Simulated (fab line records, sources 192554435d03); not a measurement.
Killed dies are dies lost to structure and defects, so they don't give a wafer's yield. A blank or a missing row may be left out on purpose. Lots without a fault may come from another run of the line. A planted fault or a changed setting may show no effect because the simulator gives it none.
A struck lot beside a sound one | flow n5_finfet | 19 steps out of a route of 1938
Sound: wafers L183.1, L183.3, L183.6. Struck: wafers L173.1, L173.2, L173.3. The cause comes at the end.
At each step with rows: each side's tool, then ch and its chambers, then its first start. Under that, the readings that differ: sound wafers | struck wafers | difference of the means | sigmas: that difference in standard deviations of wafers without a fault.
alike: readings whose means differ by less than 2 such deviations, and words and numbers that are the same on both sides. not compared: withheld readings, readings that some wafer has no value for, bounds like >300 that may hide the same value, and numbers for which the record gives no deviation and whose values overlap.
The two part at a step that has a row with sigmas, a row that says differs or no value, or rows on one side only. Numbers that don't overlap but have no deviation are shown without sigmas and don't part them. A reading that every wafer of one side lacks parts them only if that side has two wafers or more.

first, 4 steps without rows for these wafers: N5_PMOS_HMC_CHANNEL_EPI_SOFTBAKE_04 (time 60 s); N5_PMOS_HMC_CHANNEL_EPI_EXPOSE_06 (exposes mask PMOS HMC BLK, target cd 240 nm); N5_PMOS_HMC_CHANNEL_EPI_PEB_07 (peb time 60 s); N5_PMOS_HMC_CHANNEL_EPI_DEVELOP_08 (develop time 30 s).
N5_PMOS_HMC_CHANNEL_EPI_CD_MEAS_09: target cd 237.4 nm.
  sound on cd_sem-02 ch 0, day 4 23:46; struck on cd_sem-02 ch 0, day 2 12:05
  alike: cd_nm
N5_PMOS_HMC_CHANNEL_EPI_OVL_MEAS_10:
  sound on overlay-01 ch 0, day 4 23:49; struck on overlay-01 ch 0, day 2 12:07
  alike: PMOS_HMC_BLK_OVL
N5_PMOS_HMC_CHANNEL_EPI_INSPECT_11: inspects for defects (macro).
  sound on defect_inspect-02, day 4 23:50; struck on defect_inspect-02, day 2 12:08
  alike: raw_defect_count
N5_PMOS_HMC_CHANNEL_EPI_DESCUM_14: chemistry O2, time 7.9 s.
  sound on rie_diel-03 ch 1,2,3, day 4 23:52; struck on rie_diel-05 ch 0,2,3, day 2 12:11
  alike: chamber_pressure_mTorr, drypump_motor_current_A, oes_product_au, rf_vpp_V, showerhead_plenum_p_Torr, throttle_valve_pct
  not compared: rf_hours_counter_h
N5_PMOS_HMC_CHANNEL_EPI_ETCH_32: etches BARC in N2/H2, stops on SiO2, target depth 85.8 nm, time 50.3 s.
  sound on rie_diel-03 ch 1,2,3, day 4 23:54; struck on rie_diel-05 ch 0,2,3, day 2 12:13
  alike: bias_w, chamber_pressure_mTorr, drypump_motor_current_A, oes_product_au, rf_vpp_V, showerhead_plenum_p_Torr, throttle_valve_pct
  not compared: rf_hours_counter_h
N5_PMOS_HMC_CHANNEL_EPI_HM_OPEN_15: chemistry CHF3/O2, target SiO2, target depth 40.6 nm, time 20.3 s.
  sound on rie_diel-03 ch 1,2,3, day 4 23:56; struck on rie_diel-05 ch 0,2,3, day 2 12:16
  alike: chamber_pressure_mTorr, drypump_motor_current_A, mfc_ar_sccm, oes_product_au, rf_vpp_V, showerhead_plenum_p_Torr, throttle_valve_pct
  not compared: rf_hours_counter_h
N5_PMOS_HMC_CHANNEL_EPI_STRIP_33: strips in N2/H2.
  sound on rie_diel-03 ch 1,2,3, day 5 00:00; struck on rie_diel-05 ch 0,2,3, day 2 12:19
  alike: chamber_pressure_mTorr, drypump_motor_current_A, oes_product_au, rf_vpp_V, showerhead_plenum_p_Torr, throttle_valve_pct
  not compared: rf_hours_counter_h
then, 1 step without rows for these wafers: N5_PMOS_HMC_CHANNEL_EPI_STRIP_17 (strips in SPM, time 750 s).
N5_PMOS_HMC_CHANNEL_EPI_ETCH_38: etches SiO2 in CF4, target depth 1.5 nm.
  sound on rie_si-04 ch 2,3, day 5 00:31; struck on rie_si-03 ch 0,1,2, day 2 12:37
  no value came back on the struck wafers for any of 6 readings (bias_w (W), cf4_flow_sccm (sccm) and others); on the sound wafers bias_w (W) reads 402.0 400.0 401.0
  reading                                                  | sound             | struck            | difference | sigmas
  model.SiO2_of_PMOS_HMC_CHANNEL_EPI_HM_DEP_34.thk_nm (nm) | 33.73 33.49 34.74 | 35.62 35.87 35.99 | +1.84      |
  not compared: rf_hours_counter_h
N5_PMOS_HMC_CHANNEL_EPI_FIN_RECESS_16: chemistry HBr/Cl2, target Si, target depth 54 nm, time 18 s.
  sound on rie_si-04 ch 2,3, day 5 00:32; struck on rie_si-03 ch 0,1,2, day 2 12:38
  alike: chamber_pressure_mTorr, drypump_motor_current_A, oes_product_au, throttle_valve_pct
  not compared: rf_hours_counter_h
then, 1 step without rows for these wafers: N5_PMOS_HMC_CHANNEL_EPI_PRECLEAN_36 (cleans in O3/DIW, time 45 s).
N5_PMOS_HMC_CHANNEL_EPI_PRECLEAN_18: cleans in DHF, time 30 s.
  sound on wet_bench-04 ch 0,2,3, day 5 00:39; struck on wet_bench-02 ch 1,5,6, day 2 12:45
  reading                                                  | sound             | struck            | difference | sigmas
  model.SiO2_of_PMOS_HMC_CHANNEL_EPI_HM_DEP_34.thk_nm (nm) | 23.82 23.71 25.03 | 25.85 26.09 26.16 | +1.85      |
then, 1 step without rows for these wafers: N5_PMOS_HMC_CHANNEL_EPI_SRD_19 (time 30 s).
-- the record jumps here: 6 days lie between the struck wafers' starts before and after (it left off in module PMOS_HMC_CHANNEL_EPI and takes up again in module BEOL_M4, whose first step shown is number 1111 of the route) --
N5_BEOL_M4_RC_MEAS_101:
  sound on prober-01 ch 0, day 12 04:02; struck on prober-01 ch 0, day 8 19:41
  reading   | sound             | struck            | difference | sigmas
  VT_N (mV) | 246.2 246.9 247.4 | 253.5 249.4 252.1 | +4.8       | +2
  alike: DIBL_N, DIBL_P, IOFF_N, IOFF_P, ION_N, ION_P, SS_N, SS_P, VT_P
-- the record jumps here: 5 days lie between the struck wafers' starts before and after (it left off in module BEOL_M4 and takes up again in module PASSIVATION, whose first step shown is number 1936 of the route) --
N5_PASSIVATION_PROBE_49:
  sound on prober-01, day 16 12:00; struck on prober-02, day 13 10:24
  alike: defect_limited_yield, killed_at_M0_to_M3, killed_at_M4_up, killed_at_contacts, killed_at_front_end, killed_at_other, killed_dies, killed_open, killed_short, sort_bin_5_function, sort_bin_6_memory, sort_n_pass, sort_yield_pct

WHERE THEY PART
First at N5_PMOS_HMC_CHANNEL_EPI_ETCH_38; last, within this record, at N5_BEOL_M4_RC_MEAS_101. Later steps at which nothing parts them and some readings are alike: N5_PASSIVATION_PROBE_49.

WHY: what the simulator had put in
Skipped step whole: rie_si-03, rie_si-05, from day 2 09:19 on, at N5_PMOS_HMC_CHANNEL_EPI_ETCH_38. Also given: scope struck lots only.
